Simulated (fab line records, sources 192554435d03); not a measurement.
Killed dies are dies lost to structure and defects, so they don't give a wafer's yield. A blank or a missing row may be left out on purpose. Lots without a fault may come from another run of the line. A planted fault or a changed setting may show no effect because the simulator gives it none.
Chamber matching | flow n5_finfet | N5_BEOL_M4_STRIP_66 on rie_diel-03: 4 sister chambers
The step strips in CF4. 16 wafers are shown with their chamber, then 8 later ones without.

WAFERS WITH THEIR CHAMBER
wafer  | chamber | drypump_motor_current_A (A) | showerhead_plenum_p_Torr (Torr) | throttle_valve_pct (%)
L082.1 | 2       | 5.8                         | 1.72                            | 13.88
L082.3 | 3       | 5.8                         | 1.83                            | 13.45
L082.6 | 3       | 5.8                         | 1.83                            | 13.46
L083.1 | 3       | 5.8                         | 1.82                            | 13.47
L083.2 | 0       | 6.2                         | 1.85                            | 13.89
L083.3 | 2       | 5.8                         | 1.72                            | 13.89
L087.1 | 0       | 6.3                         | 1.85                            | 13.91
L087.3 | 1       | 4.8                         | 1.72                            | 13.21
L087.5 | 3       | 5.8                         | 1.82                            | 13.49
L090.2 | 1       | 4.8                         | 1.72                            | 13.23
L090.3 | 0       | 6.2                         | 1.85                            | 13.94
L090.4 | 3       | 5.8                         | 1.82                            | 13.49
L093.4 | 0       | 6.2                         | 1.85                            | 13.94
L093.5 | 3       | 5.8                         | 1.82                            | 13.50
L093.6 | 2       | 5.8                         | 1.71                            | 13.92
L094.2 | 2       | 5.8                         | 1.71                            | 13.95

SIGNATURES (means of the wafers above)
reading                  | chamber 0 | chamber 1 | chamber 2 | chamber 3 | scatter within a chamber
drypump_motor_current_A  | 6.225     | 4.800     | 5.800     | 5.800     | 0.025
showerhead_plenum_p_Torr | 1.8500    | 1.7200    | 1.7150    | 1.8233    | 0.00441
throttle_valve_pct       | 13.9200   | 13.2200   | 13.9100   | 13.4767   | 0.024
Rule: a wafer's distance from a chamber is the root of the sum, over the readings, of the square of ((its reading less the chamber's mean) divided by the reading's scatter). The wafer belongs to the nearest chamber; if the next one is less than 2 further off, it can't be placed. The scatter: the root of (the sum of the squares of (reading less its chamber's mean) over the shown wafers, divided by (wafers less chambers)).

WAFERS WITHOUT THEIR CHAMBER
wafer  | drypump_motor_current_A (A) | showerhead_plenum_p_Torr (Torr) | throttle_valve_pct (%)
L094.3 | 4.8                         | 1.72                            | 13.27
L094.4 | 5.7                         | 1.71                            | 13.92
L096.1 | 4.9                         | 1.72                            | 13.27
L096.2 | 5.7                         | 1.71                            | 13.95
L096.6 | 5.8                         | 1.82                            | 13.54
L097.1 | 4.8                         | 1.72                            | 13.28
L097.3 | 5.7                         | 1.71                            | 13.95
L097.5 | 5.7                         | 1.71                            | 13.96

WHICH CHAMBER EACH WENT THROUGH
wafer  | from the rows above | in truth
L094.3 | 1                   | 1
L094.4 | 2                   | 2
L096.1 | 1                   | 1
L096.2 | 2                   | 2
L096.6 | 3                   | 3
L097.1 | 1                   | 1
L097.3 | 2                   | 2
L097.5 | 2                   | 2
Placed correctly: 8 of 8. Can't be placed from these rows: 0. Placed wrongly: 0.
